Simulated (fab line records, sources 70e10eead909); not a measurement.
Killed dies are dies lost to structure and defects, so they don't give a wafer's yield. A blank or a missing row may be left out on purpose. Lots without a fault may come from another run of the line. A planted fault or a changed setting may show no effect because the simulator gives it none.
Tool commonality check | flow nand_harc | 13 lots, 42 wafers sampled

WHY IT WAS OPENED
At NHARC_P_GATE_CD_MEAS_46 the reading cd_nm is flagged on 1 of 13 lots. Wafers without a fault read 720.2 nm, standard deviation 1.6.
Rule: a lot is flagged when every wafer of it that has a number lies more than 4 standard deviations from that mean, or none has a number. The other lots count as sound.

lot  | measured     | on        | cd_nm (nm), wafer by wafer          | flag
L703 | day 5 06:41  | cd_sem-03 | 720.8 721.0 719.2                   |
L704 | day 5 18:25  | cd_sem-02 | 722.0 720.6 721.7                   |
L707 | day 6 02:38  | cd_sem-02 | 718.9 719.3 717.6                   |
L706 | day 6 02:58  | cd_sem-03 | 716.3 720.9 721.3                   |
L708 | day 6 10:19  | cd_sem-03 | 686.6 685.8 685.7 686.4 686.0 686.3 | FLAGGED
L712 | day 7 05:57  | cd_sem-02 | 722.1 717.8 718.4                   |
L718 | day 8 11:31  | cd_sem-03 | 722.1 720.2 723.7                   |
L717 | day 8 20:26  | cd_sem-03 | 720.0 720.3 720.1                   |
L720 | day 9 12:14  | cd_sem-03 | 717.7 719.6 718.7                   |
L721 | day 9 21:03  | cd_sem-02 | 718.7 718.1 721.8                   |
L723 | day 10 03:49 | cd_sem-01 | 721.4 721.3 721.4                   |
L722 | day 10 04:05 | cd_sem-01 | 723.5 723.0 722.2                   |
L725 | day 10 17:04 | cd_sem-01 | 718.6 719.6 721.5                   |
The numbers of the flagged lots are 686.1 nm on average: -34.1 nm against the usual, or -21 standard deviations.

WHICH TOOL RAN EACH LOT
The record holds 1 process step before the reading, out of a route of 1159 steps. In each cell: the tool, then ch and the chambers that the sampled wafers went through, then the start.
lot  | flag    | NHARC_P_GATE_EXPOSE_43
L703 |         | krf_scanner-02 ch 0, day 5 06:32
L704 |         | krf_scanner-04 ch 0, day 5 18:15
L707 |         | krf_scanner-03 ch 0, day 6 02:29
L706 |         | krf_scanner-04 ch 0, day 6 02:49
L708 | FLAGGED | krf_scanner-03 ch 0, day 6 10:10
L712 |         | krf_scanner-02 ch 0, day 7 05:47
L718 |         | krf_scanner-04 ch 0, day 8 11:21
L717 |         | krf_scanner-02 ch 0, day 8 20:17
L720 |         | krf_scanner-03 ch 0, day 9 12:05
L721 |         | krf_scanner-04 ch 0, day 9 20:54
L723 |         | krf_scanner-03 ch 0, day 10 03:40
L722 |         | krf_scanner-02 ch 0, day 10 03:56
L725 |         | krf_scanner-03 ch 0, day 10 16:55
What these steps do:
- NHARC_P_GATE_EXPOSE_43: exposes mask P NSD, target cd 720 nm.
- NHARC_P_GATE_CD_MEAS_46: target cd 720 nm.

FLAGGED OVER TOTAL, TOOL BY TOOL (the gauges that took the reading come last)
step                    | tool           | lots run | flagged | share of the flagged lots | sound lots run after its first flagged lot
NHARC_P_GATE_EXPOSE_43  | krf_scanner-02 | 4        | 0       | none                      | -
NHARC_P_GATE_EXPOSE_43  | krf_scanner-03 | 5        | 1       | all                       | 3 (L720,L723,L725)
NHARC_P_GATE_EXPOSE_43  | krf_scanner-04 | 4        | 0       | none                      | -
NHARC_P_GATE_CD_MEAS_46 | cd_sem-01      | 3        | 0       | none                      | -
NHARC_P_GATE_CD_MEAS_46 | cd_sem-02      | 4        | 0       | none                      | -
NHARC_P_GATE_CD_MEAS_46 | cd_sem-03      | 6        | 1       | all                       | 3 (L718,L717,L720)

WHAT THE TABLE ALLOWS
2 rows of the table ran every flagged lot: krf_scanner-03 at NHARC_P_GATE_EXPOSE_43, cd_sem-03 at NHARC_P_GATE_CD_MEAS_46.
- krf_scanner-03 at NHARC_P_GATE_EXPOSE_43: 1 of its 5 lots flagged. Sound lots ran on it after the first flagged one (L720, L723, L725), which a lasting fault on the whole tool wouldn't allow.
- cd_sem-03 at NHARC_P_GATE_CD_MEAS_46: 1 of its 6 lots flagged. Sound lots ran on it after the first flagged one (L718, L717, L720), which a lasting fault on the whole tool wouldn't allow.
No row of the table ran every flagged lot and no sound lot after the first.

WHAT THE SIMULATOR HAD PUT IN
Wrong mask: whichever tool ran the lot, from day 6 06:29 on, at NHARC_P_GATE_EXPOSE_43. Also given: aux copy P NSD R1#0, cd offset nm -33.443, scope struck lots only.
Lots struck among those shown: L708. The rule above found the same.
